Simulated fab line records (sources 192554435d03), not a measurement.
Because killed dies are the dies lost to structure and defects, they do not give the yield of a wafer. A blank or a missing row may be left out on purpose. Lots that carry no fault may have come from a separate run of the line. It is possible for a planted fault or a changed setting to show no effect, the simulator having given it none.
Which of the tools did it?	flow n5-finfet	33 wafers from 11 lots sampled at 5 of the route's 1938 steps

== WHAT THE GAUGES READ, wafer by wafer ==
The record holds no reading of a measuring or inspecting step that can be judged against a usual standard deviation.

== WHAT TOOL EACH LOT RAN ON (gives the tool, then ch and the chambers of the sampled wafers, and finally the start) ==
lot	N5_BEOL_M9_CURE_72	N5_BEOL_M9_PRE_CLEAN_45	N5_BEOL_M9_CVD_78	N5_BEOL_M9_ANNEAL_51	N5_PASSIVATION_PROBE_49
L801	uv-cure-02 ch 1, day 11 11:55	pvd-sputter-01, day 11 13:22	cvd-co-02 ch 0,1,2, day 11 13:55	rtp-anneal-01 ch 0, day 11 14:30	prober-02, day 14 02:38
L800	uv-cure-02 ch 0, day 12 18:57	pvd-sputter-01, day 12 20:13	cvd-co-01 ch 0,1,2, day 12 22:16	rtp-anneal-02 ch 0, day 12 23:07	prober-02, day 15 01:37
L802	uv-cure-03 ch 1, day 12 23:22	pvd-sputter-01, day 12 23:47	cvd-co-02 ch 0,1,2, day 13 00:16	rtp-anneal-01 ch 0, day 13 01:28	prober-02, day 15 07:55
L803	uv-cure-01 ch 2, day 13 09:00	pvd-sputter-01, day 13 09:20	cvd-co-02 ch 0,1,2, day 13 10:18	rtp-anneal-01 ch 0, day 13 10:47	prober-02, day 15 17:10
L808	uv-cure-03 ch 2, day 15 03:46	pvd-sputter-03, day 15 04:13	cvd-co-01 ch 0,2, day 15 05:24	rtp-anneal-02 ch 0, day 15 06:22	prober-02, day 17 19:25
L814	uv-cure-01 ch 0, day 16 07:23	pvd-sputter-01, day 16 07:55	cvd-co-02 ch 0,1,2, day 16 08:33	rtp-anneal-02 ch 0, day 16 09:11	prober-02, day 18 21:38
L819	uv-cure-01 ch 2, day 16 07:47	pvd-sputter-03, day 16 08:37	cvd-co-02 ch 0,1,2, day 16 09:57	rtp-anneal-02 ch 0, day 16 10:20	prober-01, day 19 05:30
L818	uv-cure-03 ch 0, day 16 10:39	pvd-sputter-03, day 16 11:01	cvd-co-02 ch 1,2, day 16 11:46	rtp-anneal-02 ch 0, day 16 13:43	prober-01, day 19 02:34
L821	uv-cure-03 ch 2, day 17 22:42	pvd-sputter-03, day 17 23:43	cvd-co-01 ch 0,1,2, day 18 00:10	rtp-anneal-02 ch 0, day 18 00:38	prober-01, day 20 06:53
L823	uv-cure-01 ch 1, day 17 22:57	pvd-sputter-01, day 17 23:46	cvd-co-01 ch 0,1,2, day 18 00:32	rtp-anneal-02 ch 0, day 18 01:18	prober-02, day 20 08:46
L822	uv-cure-03 ch 1, day 18 06:49	pvd-sputter-03, day 18 07:44	cvd-co-02 ch 0,1,2, day 18 09:58	rtp-anneal-01 ch 0, day 18 10:33	prober-02, day 21 01:13
- N5_BEOL_M9_CURE_72: cures SiCOH lowk, time 120 s.
- N5_BEOL_M9_PRE_CLEAN_45: time 30 s.
- N5_BEOL_M9_CVD_78: deposits Co from CCTBA/H2, target thk 2 nm, time 138.9 s.
- N5_BEOL_M9_ANNEAL_51: time 90 s.
- N5_PASSIVATION_PROBE_49

== AS READ BY THE TOOLS THEMSELVES (means over the sampled wafers that have a number; for cases with no such wafer, the mark the record gives instead) ==
N5_BEOL_M9_CURE_72. Usual: lamp-power-pct 52.31 %, standard deviation 0.057; wafer_temp_C_max 371.9, standard deviation 0.9.
lot	tool	lamp-power-pct (%)	wafer_temp_C_max	flag
L801	uv-cure-02	52.32	372.9	
L800	uv-cure-02	52.33	372.6	
L802	uv-cure-03	52.29	371.1	
L803	uv-cure-01	52.34	370.9	
L808	uv-cure-03	52.31	371.4	
L814	uv-cure-01	52.34	372.1	
L819	uv-cure-01	52.32	371.1	
L818	uv-cure-03	52.34	371.7	
L821	uv-cure-03	52.34	371.4	
L823	uv-cure-01	52.30	372.6	
L822	uv-cure-03	52.33	371.0	

N5_BEOL_M9_PRE_CLEAN_45. Usual: heater-power-w reads 326 W (standard deviation 43).
lot	tool	heater-power-w (W)	flag
L801	pvd-sputter-01	301	
L800	pvd-sputter-01	278	
L802	pvd-sputter-01	319	
L803	pvd-sputter-01	304	
L808	pvd-sputter-03	337	
L814	pvd-sputter-01	301	
L819	pvd-sputter-03	371	
L818	pvd-sputter-03	386	
L821	pvd-sputter-03	357	
L823	pvd-sputter-01	274	
L822	pvd-sputter-03	346	

N5_BEOL_M9_CVD_78. Usual: run-length-s reads 161.4 s (standard deviation 0.5).
lot	tool	run-length-s (s)	flag
L801	cvd-co-02	161.1	
L800	cvd-co-01	161.8	
L802	cvd-co-02	161.0	
L803	cvd-co-02	161.6	
L808	cvd-co-01	103.9	OFF
L814	cvd-co-02	161.3	
L819	cvd-co-02	161.4	
L818	cvd-co-02	161.6	
L821	cvd-co-01	161.3	
L823	cvd-co-01	161.7	
L822	cvd-co-02	161.2	

N5_BEOL_M9_ANNEAL_51. Usual: wafer_temp_C_max reads 226.4 (standard deviation 0.36).
lot	tool	wafer_temp_C_max	flag
L801	rtp-anneal-01	226.2	
L800	rtp-anneal-02	227.0	
L802	rtp-anneal-01	226.0	
L803	rtp-anneal-01	226.2	
L808	rtp-anneal-02	226.0	
L814	rtp-anneal-02	226.8	
L819	rtp-anneal-02	226.5	
L818	rtp-anneal-02	226.3	
L821	rtp-anneal-02	226.3	
L823	rtp-anneal-02	226.3	
L822	rtp-anneal-01	226.4	

N5_PASSIVATION_PROBE_49. Usual: defect-limited-yield 91.2 %, standard deviation 1.4; killed_at_M0_to_M3 36, standard deviation 11; killed_at_M4_up 14, standard deviation 5.6; killed-at-contacts 12, standard deviation 5.9; killed-at-front-end 38, standard deviation 13; killed-at-other 3.5, standard deviation 2.7; killed-dies 104, standard deviation 17; killed-open 68, standard deviation 12; killed-short 34, standard deviation 8.2; sort_bin_5_function 5.1 %, standard deviation 0.95; sort_bin_6_memory 3.3 %, standard deviation 0.7; sort-n-pass 1076, standard deviation 17; sort-yield-pct 91.2 %, standard deviation 1.4.
lot	tool	defect-limited-yield (%)	killed_at_M0_to_M3	killed_at_M4_up	killed-at-contacts	killed-at-front-end	killed-at-other	killed-dies	killed-open	killed-short	sort_bin_5_function (%)	sort_bin_6_memory (%)	sort-n-pass	sort-yield-pct (%)	flag
L801	prober-02	91.6	27	9	10	49	4.7	99	68	30	4.9	3.3	1081	91.6	
L800	prober-02	90.1	26	11	17	59	3.3	116	70	45	5.3	4.1	1064	90.1	
L802	prober-02	93.2	35	8	9	25	2.3	80	51	28	3.6	2.8	1100	93.2	
L803	prober-02	89.4	46	10	6	59	4.0	125	83	39	6.1	3.9	1055	89.4	
L808	prober-02	90.8	39	12	17	37	3.0	109	70	36	5.3	3.6	1071	90.8	
L814	prober-02	92.9	31	16	10	23	3.3	83	58	24	4.2	2.7	1097	92.9	
L819	prober-01	89.9	37	17	11	51	2.3	119	78	39	5.7	3.9	1061	89.9	
L818	prober-01	90.4	49	15	8	39	2.0	113	75	32	5.4	3.9	1067	90.4	
L821	prober-01	92.9	31	15	10	25	2.7	84	54	27	4.7	2.1	1096	92.9	
L823	prober-02	92.0	29	11	18	35	1.0	94	62	28	4.6	3.1	1086	92.0	
L822	prober-02	90.1	36	16	5	58	1.7	117	74	41	5.5	3.9	1063	90.1	

== THE ANSWER, worked out from the rows above alone ==
Rule: lot off if the mean of its wafers having a number is beyond 3 standard deviations from the usual mean. A lot without any number at a reading at which 4 lots or more have one is off too. Where the step has rows for the other lots, those lots are counted as sound. After the gauges, taken in route order, come the tools' own readings; for these a lot's mean is taken, as printed above. The first step at which some lot is off is used, and at that step the reading that is off furthest; a lot without a number counts as furthest.
Off: L808, at N5_BEOL_M9_CVD_78 (run-length-s).
If a tool, at that step or one of the process steps before it, ran each lot that is off and ran no sound lot following the first of them, it fits. Of those tried, none fits.

== WHAT THE SIMULATOR HAD INSERTED ==
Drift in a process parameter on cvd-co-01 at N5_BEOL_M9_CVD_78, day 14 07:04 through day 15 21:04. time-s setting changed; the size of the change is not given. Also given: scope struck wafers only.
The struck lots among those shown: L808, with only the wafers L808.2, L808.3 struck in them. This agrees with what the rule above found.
